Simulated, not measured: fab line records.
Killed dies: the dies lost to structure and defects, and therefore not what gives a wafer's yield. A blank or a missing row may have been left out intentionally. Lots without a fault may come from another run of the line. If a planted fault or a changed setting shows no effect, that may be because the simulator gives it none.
Which tool did it?    flow n5Finfet    Sampling: 11 lots, 33 wafers, 4 of 1938 route steps

## WHAT THE GAUGES SHOWED, per wafer
N5_ZERO_LAYER_CD_MEAS_11 targets a cd of 2000 nm. Usual: cdNm at 1999.4 nm, with a standard deviation of 1.9.
lot   measured     on        cdNm (nm)             flag
L608  day 1 12:46  cdSem-02  2001.0 2002.1 2000.9  
L609  day 1 18:47  cdSem-02  1998.4 1997.2 2000.1  
L611  day 2 06:46  cdSem-02  1999.8 2000.0 1998.0  
L612  day 2 12:40  cdSem-02  1997.7 1998.8 1998.6  
L613  day 2 18:53  cdSem-02  2000.2 1997.1 1998.7  
L615  day 3 06:46  cdSem-01  1998.0 1998.0 2000.6  
L616  day 3 12:38  cdSem-02  1998.0 2000.4 1999.0  
L626  day 6 00:46  cdSem-02  2002.1 1999.2 2000.2  
L627  day 6 06:46  cdSem-02  1999.0 1995.5 1998.5  
L628  day 6 12:48  cdSem-01  1996.4 1999.0 2000.8  
L631  day 7 06:39  cdSem-03  1999.5 2001.1 1996.9  

N5_PMOS_HMC_CHANNEL_EPI_CD_MEAS_09 targets a cd of 237.4 nm. Usual: cdNm at 237.1 nm, with a standard deviation of 0.99.
lot   measured     on        cdNm (nm)          flag
L608  day 1 17:39  cdSem-01  237.3 236.8 237.2  
L609  day 1 23:19  cdSem-02  237.6 237.4 238.0  
L611  day 2 11:08  cdSem-02  237.8 238.2 238.7  
L612  day 2 17:10  cdSem-01  238.0 236.4 236.8  
L613  day 2 23:40  cdSem-01  239.0 237.7 237.4  
L615  day 3 11:48  cdSem-01  237.4 237.7 236.6  
L616  day 3 16:52  cdSem-02  237.8 237.2 235.7  
L626  day 6 05:22  cdSem-02  250.0 245.5 253.0  OFF
L627  day 6 11:45  cdSem-01  245.0 267.1 269.4  OFF
L628  day 6 17:02  cdSem-03  234.8 234.2 235.5  
L631  day 7 12:08  cdSem-01  236.2 235.7 236.3  

## EACH LOT AND THE TOOL THAT RAN IT (in order: tool; ch and the chambers of the sampled wafers; start)
lot   N5_WELL_APT_RTA_34              N5_PMOS_HMC_CHANNEL_EPI_EXPOSE_06
L608  rtpAnneal-01 ch 0, day 1 16:08  arfiScanner-01 ch 0, day 1 17:32
L609  rtpAnneal-01 ch 0, day 1 22:05  arfiScanner-01 ch 0, day 1 23:11
L611  rtpAnneal-02 ch 0, day 2 09:48  arfiScanner-01 ch 0, day 2 11:01
L612  rtpAnneal-01 ch 0, day 2 15:52  arfiScanner-03 ch 0, day 2 17:03
L613  rtpAnneal-02 ch 0, day 2 22:22  arfiScanner-02 ch 0, day 2 23:33
L615  rtpAnneal-02 ch 0, day 3 10:03  arfiScanner-03 ch 0, day 3 11:40
L616  rtpAnneal-02 ch 0, day 3 15:40  arfiScanner-03 ch 0, day 3 16:44
L626  rtpAnneal-01 ch 0, day 6 04:12  arfiScanner-01 ch 0, day 6 05:14
L627  rtpAnneal-02 ch 0, day 6 10:22  arfiScanner-01 ch 0, day 6 11:38
L628  rtpAnneal-01 ch 0, day 6 15:44  arfiScanner-02 ch 0, day 6 16:55
L631  rtpAnneal-02 ch 0, day 7 10:49  arfiScanner-03 ch 0, day 7 12:01
- N5_WELL_APT_RTA_34: time 10 s.
- N5_PMOS_HMC_CHANNEL_EPI_EXPOSE_06: exposes mask PMOS HMC BLK, target cd 240 nm.

## WHAT THE TOOLS THEMSELVES READ (means of the sampled wafers that have a number; where no wafer has one, the mark that the record gives instead)
N5_WELL_APT_RTA_34. Usual: lampPowerPct 13.01 %, standard deviation 0.054; wafer_temp_C_max 1003.4, standard deviation 1.1.
lot   tool          lampPowerPct (%)  wafer_temp_C_max  flag
L608  rtpAnneal-01  13.01             1002.6            
L609  rtpAnneal-01  13.04             1002.9            
L611  rtpAnneal-02  13.05             1003.6            
L612  rtpAnneal-01  12.97             1003.9            
L613  rtpAnneal-02  13.00             1004.0            
L615  rtpAnneal-02  13.06             1004.1            
L616  rtpAnneal-02  13.03             1003.9            
L626  rtpAnneal-01  13.01             1003.8            
L627  rtpAnneal-02  12.99             1004.3            
L628  rtpAnneal-01  12.95             1003.5            
L631  rtpAnneal-02  13.00             1003.4            

N5_PMOS_HMC_CHANNEL_EPI_EXPOSE_06. Usual: exposureDoseMJCm2 40.98, standard deviation 0.042; focusOffsetNm 0.1 nm, standard deviation 0.57.
lot   tool            exposureDoseMJCm2  focusOffsetNm (nm)  flag
L608  arfiScanner-01  40.94              0.1                 
L609  arfiScanner-01  40.99              -0.4                
L611  arfiScanner-01  41.01              0.3                 
L612  arfiScanner-03  41.02              0.7                 
L613  arfiScanner-02  40.96              -0.1                
L615  arfiScanner-03  40.95              -0.2                
L616  arfiScanner-03  41.01              -0.2                
L626  arfiScanner-01  37.63              0.8                 OFF
L627  arfiScanner-01  36.90              -0.3                OFF
L628  arfiScanner-02  40.91              0.6                 
L631  arfiScanner-03  40.95              0.0                 

## THE ANSWER, worked out from the rows above alone
Rule: a lot counts as off when the mean over its wafers that have a number is more than 3 standard deviations away from the usual mean. Also off: a lot with no number at a reading for which 4 or more lots have one. All remaining lots with rows at the step are treated as sound. After the gauges, taken in route order, come the tools' own readings; for these a lot's mean is taken, as printed above. At the first step where some lot is off, the reading lying furthest off is the one used; lots without a number count as furthest.
Off: L626, L627, at N5_PMOS_HMC_CHANNEL_EPI_CD_MEAS_09 (cdNm).
A tool fits if, at a process step before that reading, it ran every lot that is off, and no sound lot after the first of them. Not tried: the gauges at N5_PMOS_HMC_CHANNEL_EPI_CD_MEAS_09; whatever is off there is also off at N5_PMOS_HMC_CHANNEL_EPI_EXPOSE_06, on other tools, and gauge error can't account for it. One fits: arfiScanner-01 at N5_PMOS_HMC_CHANNEL_EPI_EXPOSE_06. A fault onset in the window from L611 (day 2 11:01, its last sound lot) to L626 (day 6 05:14, its first lot off) fits.
The tool's own readings at N5_PMOS_HMC_CHANNEL_EPI_EXPOSE_06 bear it out: on the lots that are off they differ by more than 5 times the standard deviation of the sound lots' means. exposureDoseMJCm2 reads 37.27 there against 40.97 on the sound lots.

## WHAT THE SIMULATOR PUT IN
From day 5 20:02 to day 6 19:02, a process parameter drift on arfiScanner-01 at N5_PMOS_HMC_CHANNEL_EPI_EXPOSE_06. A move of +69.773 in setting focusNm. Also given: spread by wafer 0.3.
Shown lots that were struck: L626, L627. The rule above reached the same finding.
